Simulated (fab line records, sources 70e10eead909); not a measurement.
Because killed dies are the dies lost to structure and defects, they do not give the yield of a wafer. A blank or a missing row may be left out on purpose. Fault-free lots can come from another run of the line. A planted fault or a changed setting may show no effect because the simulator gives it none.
Struck lot and sound lot, side by side    flow nand-harc    15 out of 1159 route steps
Sound: wafers L224.2, L224.3, L224.5. The struck wafers were L234.1, L234.2, L234.3. The cause is named last.
For every step that has rows: the tool of each side, followed by ch and its chambers, followed by its first start. Under that, the readings that differ: sound wafers    struck wafers    difference of the means    sigmas: that difference in standard deviations of wafers without a fault.
alike: same words and numbers on both sides, and readings whose means sit less than 2 such deviations apart. not compared: any withheld reading, any reading some wafer has no value for, any bound like >300 that may hide the same value, and any number with overlapping values for which the record gives no deviation.
Wherever a step has rows on one side only, a row that says differs or no value, or a row with sigmas, the two part there. When numbers do not overlap yet have no deviation, they are printed without sigmas and do not part them. Lack of a reading on every wafer of one side parts them only where that side has two or more wafers.

first, 8 steps without rows for these wafers: NHARC_P_CONTACT_COAT_33 (time 75 s); NHARC_P_CONTACT_COAT_34 (time 65 s); NHARC_P_CONTACT_COAT_06 (resist thk 90 nm); NHARC_P_CONTACT_SOFTBAKE_07 (time 55 s); NHARC_P_CONTACT_EBR_08; NHARC_P_CONTACT_EXPOSE_09 (exposes mask P CA, target cd 90 nm); NHARC_P_CONTACT_PEB_10 (peb time 65 s); NHARC_P_CONTACT_DEVELOP_11 (develop time 35 s).
NHARC_P_CONTACT_CD_MEAS_12: target cd 90 nm.
  sound on cd-sem-01 ch 0, day 6 06:24; struck on cd-sem-02 ch 0, day 9 05:35
  alike: cd-nm
NHARC_P_CONTACT_OVL_MEAS_13:
  sound on overlay-02 at day 6 06:29; struck on overlay-02 at day 9 05:40
reading            sound           struck       difference  sigmas
overlay-y-nm (nm)  -0.9 -0.8 -0.4  0.5 1.3 1.2  +1.7        +2
  alike: overlay-x-nm
NHARC_P_CONTACT_INSPECT_14:
  sound on defect-inspect-01 at day 6 06:32; struck on defect-inspect-01 at day 9 05:42
  alike: raw-defect-count
NHARC_P_CONTACT_DESCUM_17: chemistry O2, time 3 s.
  sound on rie-diel-06 ch 0,1, day 6 06:35; struck on rie-diel-08 ch 1,2,3, day 9 05:46
  alike: drypump-motor-current-A, oes-product-au, rf-vpp-V, showerhead-plenum-p-Torr, throttle-valve-pct
  not compared: rf-hours-counter-h
NHARC_P_CONTACT_ETCH_35: etches the open film in CF4, target depth 39 nm, time 65 s.
  sound on rie-diel-06 ch 0,1,2, day 6 06:41; struck on rie-diel-08 ch 0,2,3, day 9 05:51
  no value came back on the struck wafers for any of 7 readings (bias-w (W), cf4-flow-sccm (sccm) and others); on the sound wafers bias-w (W) reads 100.0 99.5 99.5
  not compared: rf-hours-counter-h
NHARC_P_CONTACT_ETCH_36: etches the open film in N2/H2, target depth 260 nm, time 406.25 s.
  sound on rie-diel-06 ch 2,3; struck on rie-diel-08 ch 0,1,3, day 9 05:58
  alike: bias-w, chamber-pressure-mTorr, drypump-motor-current-A, oes-product-au, rf-vpp-V, showerhead-plenum-p-Torr, throttle-valve-pct
  not compared: rf-hours-counter-h
-- jump in the record: it breaks off in module P_CONTACT and resumes in module END (first step shown: number 1159 of the route), and 17 days separate the struck wafers' starts before and after --
NHARC_END_SORT_01:
  only the struck wafers appear in the record here, on prober-01 ch 0 at day 26 01:28; the sound ones have no rows

== WHERE THEY PART ==
Earliest at NHARC_P_CONTACT_OVL_MEAS_13; latest, in this record, at NHARC_END_SORT_01.

WHY: what had been put in by the simulator
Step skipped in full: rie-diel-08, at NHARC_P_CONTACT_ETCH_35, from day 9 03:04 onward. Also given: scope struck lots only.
